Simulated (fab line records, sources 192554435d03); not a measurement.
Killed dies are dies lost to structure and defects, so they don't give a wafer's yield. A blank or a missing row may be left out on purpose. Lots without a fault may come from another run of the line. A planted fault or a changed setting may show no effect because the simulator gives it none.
Chamber matching | flow n5_finfet | N5_BEOL_M0_SAQP_ALD_48 on ald_sin-02: 4 sister chambers
The step deposits SiO2, target thk 20 nm, pulse time 1 s, co reactant pulse time 1 s. 8 wafers are shown with their chamber, then 12 later ones without.

WAFERS WITH THEIR CHAMBER
wafer  | chamber | heater_power_w (W) | precursor_pulse_height_rel
L089.5 | 0       | 87                 | 0.967
L089.6 | 1       | 65                 | 1.017
L090.1 | 0       | 87                 | 1.023
L090.2 | 2       | 64                 | 0.978
L090.6 | 1       | 66                 | 1.006
L092.1 | 3       | 70                 | 1.019
L092.2 | 2       | 67                 | 0.996
L092.6 | 3       | 68                 | 0.967

WAFERS WITHOUT THEIR CHAMBER
wafer  | heater_power_w (W) | precursor_pulse_height_rel
L093.1 | 84                 | 1.002
L093.4 | 65                 | 1.010
L093.5 | 67                 | 1.024
L094.1 | 68                 | 1.054
L094.5 | 67                 | 1.007
L094.6 | 88                 | 1.014
L095.1 | 65                 | 1.024
L095.2 | 65                 | 0.995
L095.4 | 67                 | 1.007
L096.2 | 67                 | 1.007
L096.3 | 69                 | 0.992
L096.5 | 85                 | 0.960

WHICH CHAMBER EACH WENT THROUGH
wafer  | from the rows above          | in truth
L093.1 | 0                            | 0
L093.4 | can't be placed: 1 or 2      | 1
L093.5 | can't be placed: 1 or 2 or 3 | 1
L094.1 | can't be placed: 3 or 1 or 2 | 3
L094.5 | can't be placed: 1 or 2 or 3 | 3
L094.6 | 0                            | 0
L095.1 | can't be placed: 1 or 2      | 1
L095.2 | can't be placed: 2 or 1      | 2
L095.4 | can't be placed: 1 or 2 or 3 | 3
L096.2 | can't be placed: 1 or 2 or 3 | 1
L096.3 | 3                            | 3
L096.5 | 0                            | 0
Placed correctly: 4 of 12. Can't be placed from these rows: 8 (the true chamber is among the candidates in 8). Placed wrongly: 0.
How it was worked out, from the rows above alone: a wafer's distance from a chamber is the root of the sum, over the readings, of the square of ((its reading less the chamber's mean) divided by the reading's scatter). The wafer belongs to the nearest chamber; if the next one is less than 2 further off, it can't be placed. A chamber's mean is the mean of its shown wafers. The scatter: the root of (the sum of the squares of (reading less its chamber's mean) over the shown wafers, divided by (wafers less chambers)).
